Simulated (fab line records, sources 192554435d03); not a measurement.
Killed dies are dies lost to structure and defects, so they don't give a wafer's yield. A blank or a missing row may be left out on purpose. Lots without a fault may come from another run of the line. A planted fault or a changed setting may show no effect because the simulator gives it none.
Split-lot experiment | flow n5_finfet | 7 lots, 21 wafers read, on a route of 1938 steps

THE SPLIT
At N5_BEOL_M12_EXPOSE_07 (exposes mask V11), the setting dose_mj was moved away from the recipe's 32.5 on 7 of the 21 wafers read, by -4.9% to +6.0%. The other wafers ran this setting at the recipe's value.

FROM THE SPLIT TO THE READING: what the file shows between them, 3 steps
- N5_BEOL_M12_PEB_08: peb time 90 s
- N5_BEOL_M12_DEVELOP_09: develop time 45 s
- N5_BEOL_M12_HARDBAKE_14: time 120 s

THE READING
cd_nm, in nm, at N5_BEOL_M12_CD_MEAS_10 (target cd 140 nm). Fault-free wafers of this fab line usually give 140.3 nm, standard deviation 1.8 nm.

wafer  | tool, chamber at the split | dose_mj as run | against the recipe | cd_nm, nm | against lot-mates on the recipe
L074.3 | krf_scanner-01, 0          | 32.5           | recipe             | 139.8     | -
L074.4 | krf_scanner-01, 0          | 30.9           | -4.9%              | 135.8     | -4.1
L074.6 | krf_scanner-01, 0          | 32.5           | recipe             | 139.9     | -
L075.1 | krf_scanner-01, 0          | 33.42          | +2.8%              | 146.7     | +4.8
L075.3 | krf_scanner-01, 0          | 32.5           | recipe             | 141.3     | -
L075.4 | krf_scanner-01, 0          | 32.5           | recipe             | 142.6     | -
L077.1 | krf_scanner-01, 0          | 32.5           | recipe             | 139.4     | -
L077.3 | krf_scanner-01, 0          | 34.34          | +5.7%              | 145.8     | +7.1
L077.6 | krf_scanner-01, 0          | 32.5           | recipe             | 138.1     | -
L085.2 | krf_scanner-01, 0          | 32.5           | recipe             | 140.7     | -
L085.3 | krf_scanner-01, 0          | 32.5           | recipe             | 140.8     | -
L085.4 | krf_scanner-01, 0          | 32.5           | recipe             | 142.3     | -
L086.2 | krf_scanner-01, 0          | 31.16          | -4.1%              | 136.7     | -3.7
L086.3 | krf_scanner-01, 0          | 32.5           | recipe             | 142.1     | -
L086.5 | krf_scanner-01, 0          | 32.5           | recipe             | 138.7     | -
L089.1 | krf_scanner-01, 0          | 32.5           | recipe             | 138.9     | -
L089.4 | krf_scanner-01, 0          | 32.5           | recipe             | 139.4     | -
L089.6 | krf_scanner-01, 0          | 34.45          | +6.0%              | 147.7     | +8.5
L093.1 | krf_scanner-02, 0          | 32.5           | recipe             | 139.3     | -
L093.5 | krf_scanner-02, 0          | 31.79          | -2.2%              | 139.6     | +0.3
L093.6 | krf_scanner-02, 0          | 31.79          | -2.2%              | 139.6     | +0.3

THE FIT
A straight line over all 21 wafers: cd_nm changes by +1.05 nm for each +1% of dose_mj; r = +0.88; the points scatter about the line by 1.5 nm.
The same after taking each lot's own level away (the mean of its wafers on the recipe; 21 wafers): +1.09 nm for each +1%; r = +0.92; scatter 1.2 nm.
On that fit, the largest move of dose_mj shifts the reading by 6.5 nm.
The lots' own levels span 138.75 to 141.95 nm, that is 1.8 times the standard deviation above.
So the lot-to-lot level changes the slope little: the two slopes agree.
Check: with one of the wafers moved furthest among these (+6.0%) left out of the fit, the line predicts +6.39 nm for it against its lot-mates. It came out at +8.55 nm against them.

OTHER SPLITS ON THESE WAFERS
These wafers also went through other splits before the reading. Each is held against what the fit with the lots' levels taken away leaves over:
other split on the same wafers | wafers away from the commonest value | r with cd_nm (lot level and that fit taken away)
N5_BEOL_M11_COAT_05 spin_rpm   | 6                                    | +0.16

THE FILE'S OWN FIT
cd_nm changes by +1.15 nm for each +1% of dose_mj, r = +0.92.
